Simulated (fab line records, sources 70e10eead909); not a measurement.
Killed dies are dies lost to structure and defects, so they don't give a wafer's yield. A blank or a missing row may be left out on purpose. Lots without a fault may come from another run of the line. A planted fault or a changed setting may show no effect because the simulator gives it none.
Problem report in the 8D (eight disciplines) form, filled by code | flow nand_harc | the parts of the form that need people (team, actions taken, sign-off) are left out

1. THE PROBLEM
killed_at_other at NHARC_END_SORT_01 reads a mean of 435.6 on 5 wafers of 2 lots; wafers without a fault read 0.5 with a standard deviation of 0.8. That is +99 or more standard deviations from the usual mean.
First seen on wafer L718.1, day 21 06:13, on prober-01. The record holds 17 wafers of 6 lots with a number at this step. Rule for "out", or "out of limits": more than 4 standard deviations from the usual mean. The other wafers with a number count as sound.

2. WHAT IT IS AND WHAT IT IS NOT
question                    | is                                                                                                                                                  | is not
which readings at this step | killed_at_other, defect_limited_yield, killed_dies, sort_bin_2_pct, sort_bin_3_pct, sort_bin_4_pct, sort_n_pass, sort_rim_yield_pct, sort_yield_pct | killed_at_array, killed_at_periphery, killed_open, killed_short
which lots                  | L717, L718                                                                                                                                          | L713, L715, L726, L733
which wafers of those lots  | all that have a number                                                                                                                              | -
read on which gauges        | prober-01, prober-02                                                                                                                                | -
when                        | from day 21 06:13                                                                                                                                   | up to then (6 sound wafers); but 6 sound wafers of L726, L733 came after

3. SUSPECTS, AND WHAT RULES EACH OUT
Counting: a tool at a process step up to the reading stays a suspect if it ran every lot that is out and no sound lot after the first of them.
- the gauge at NHARC_END_SORT_01: ruled out. The wafers that are out were read on 2 gauges (prober-01, prober-02).
- rie_diel-02 at NHARC_THIN_TSV_ETCH_44 (etches the open film in CF4/O2, target depth 1594.2 nm, time 797.1 s): ruled out as a lasting fault. Sound lots L726 ran on it after its first lot that is out, L718 (day 20 01:44).
- pvd_sputter-01 at NHARC_THIN_TSV_DEGAS_49 (time 120 s): ruled out as a lasting fault. Sound lots L726, L733 ran on it after its first lot that is out, L718 (day 20 04:22).
- ecd_cu-02 at NHARC_THIN_TSV_ECD_20 (material Cu, target thk 2000 nm): ruled out as a lasting fault. Sound lots L726 ran on it after its first lot that is out, L718 (day 20 04:49).
Left after counting: nothing in the record.

4. THE CAUSE (what the simulator had put in)
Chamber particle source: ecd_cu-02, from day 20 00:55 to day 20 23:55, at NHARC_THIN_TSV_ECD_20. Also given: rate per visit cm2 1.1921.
Counting ruled it out, wrongly: the rule takes a fault to strike every lot that its tool runs from its start on, and this one did not.

5. THE CHAIN OF EFFECTS, in route order
Each row: a reading whose mean over the struck wafers that have a number lies more than 3 standard deviations from the usual. Only readings for which the record gives a usual standard deviation are gone through. hours: the time from each lot's start at the first step in this table that gives one to its start at this step, as a median over the lots. sigmas: the change in usual standard deviations.
hours | step              | reading              | usual  | on struck wafers | change | sigmas
0     | NHARC_END_SORT_01 | defect_limited_yield | 95.1 % | 33.0             | -62.1  | -35
0     | NHARC_END_SORT_01 | killed_at_other      | 0.5    | 435.6            | +435.1 | +99 or more
0     | NHARC_END_SORT_01 | killed_dies          | 33     | 454              | +421   | +35
0     | NHARC_END_SORT_01 | sort_bin_2_pct       | 1.5 %  | 27.1             | +25.6  | +39
0     | NHARC_END_SORT_01 | sort_bin_3_pct       | 0.24 % | 5.38             | +5.14  | +24
0     | NHARC_END_SORT_01 | sort_bin_4_pct       | 3.1 %  | 34.5             | +31.4  | +26
0     | NHARC_END_SORT_01 | sort_n_pass          | 644    | 223              | -421   | -35
0     | NHARC_END_SORT_01 | sort_rim_yield_pct   | 97.5 % | 32.6             | -64.9  | -34
0     | NHARC_END_SORT_01 | sort_yield_pct       | 95.1 % | 33.0             | -62.1  | -35

6. WHAT WOULD HAVE CAUGHT IT SOONER
In this record the first reading out of limits at a measuring or inspecting step was taken at day 21 06:13, 29 hours after the fault began at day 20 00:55.
